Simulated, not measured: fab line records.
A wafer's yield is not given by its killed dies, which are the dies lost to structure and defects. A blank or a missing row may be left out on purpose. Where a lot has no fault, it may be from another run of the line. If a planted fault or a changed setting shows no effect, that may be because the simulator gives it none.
Comparing a struck lot with a sound one -- flow nand_harc -- 13 out of 1302 route steps
Sound: wafers L878.3, L878.4, L878.5. Wafers L886.2, L886.3, L886.5 were the ones struck. At the end, the cause is stated.
At each step with rows: each side's tool, then ch and its chambers, then its first start. Under that, the readings that differ: sound wafers -- struck wafers -- difference of the means -- sigmas: that difference in standard deviations of wafers without a fault.
alike: readings with means less than 2 such deviations apart, plus words and numbers identical on both sides. not compared: withheld readings, readings lacking a value on some wafer, bounds such as >300 that could conceal the same value, and numbers that have no deviation in the record and whose values overlap.
The two part at a step that has a row with sigmas, a row that says differs or no value, or rows on one side only. Numbers that have no deviation but don't overlap get no sigmas and don't part them. A reading missing from all wafers of one side parts the sides only when that side holds two or more wafers.

first, 6 steps without rows for these wafers: NHARC_A_DECK1_JOINT_CVD_34 (deposits SiNx, target thk 20 nm); NHARC_A_DECK1_JOINT_DEP_06 (deposits SiOx, target thk 80 nm); NHARC_A_DECK1_JOINT_CURE_26 (time 32 s); NHARC_A_DECK1_JOINT_ANNEAL_27 (time 3600 s); NHARC_A_DECK1_JOINT_ANNEAL_28 (time 1800 s); NHARC_A_DECK1_JOINT_ANNEAL_29 (time 1800 s).
NHARC_A_DECK1_JOINT_CMP_02: polishes SiOx.
  sound on cmp-04 ch 0,1, day 17 10:16; struck on cmp-01 ch 0,1,2, day 19 21:13
  alike: motor_current_A
then, 1 step without rows for these wafers: NHARC_A_DECK1_JOINT_SRD_15.
NHARC_A_DECK1_JOINT_DEP_16: deposits SiO2, target thk 45 nm.
  sound on pecvd-03 ch 0,1, day 17 10:40; struck on pecvd-03 ch 0,1,2, day 19 21:38
  alike: chamber_pressure_Torr, flow_sccm, heater_power_w, throttle_valve_pct
NHARC_A_DECK1_JOINT_THK_MEAS_17: measures by ellipsometry.
  sound on film_metro-01, day 17 10:57; struck on film_metro-01, day 19 21:53
  alike: thk_nm
NHARC_A_DECK1_JOINT_INSPECT_05:
  sound on defect_inspect-01, day 17 10:59; struck on defect_inspect-02, day 19 21:55
  alike: raw_defect_count
NHARC_A_ONON_D2_DEP_00: target thk 1000 nm.
  sound on pecvd_onon-01 ch 0, day 17 11:10; struck on pecvd_onon-03, day 19 22:02
  no value came back on the struck wafers for n2_flow_sccm (sccm), n2o_flow_sccm (sccm); on the sound wafers n2_flow_sccm (sccm) reads 2752 2762 2766
-- break in the record here, with 12 days between the starts of the struck wafers on either side (left off in module A_ONON_D2, picked up again in module END, where the first step shown is number 1302 on the route) --
NHARC_END_SORT_01:
  here the record holds rows for the struck wafers (prober-01 ch 0, day 32 09:40) but none for the sound ones

## WHERE THEY PART
First at NHARC_A_ONON_D2_DEP_00; last, within this record, at NHARC_END_SORT_01.

WHY: the cause the simulator had injected
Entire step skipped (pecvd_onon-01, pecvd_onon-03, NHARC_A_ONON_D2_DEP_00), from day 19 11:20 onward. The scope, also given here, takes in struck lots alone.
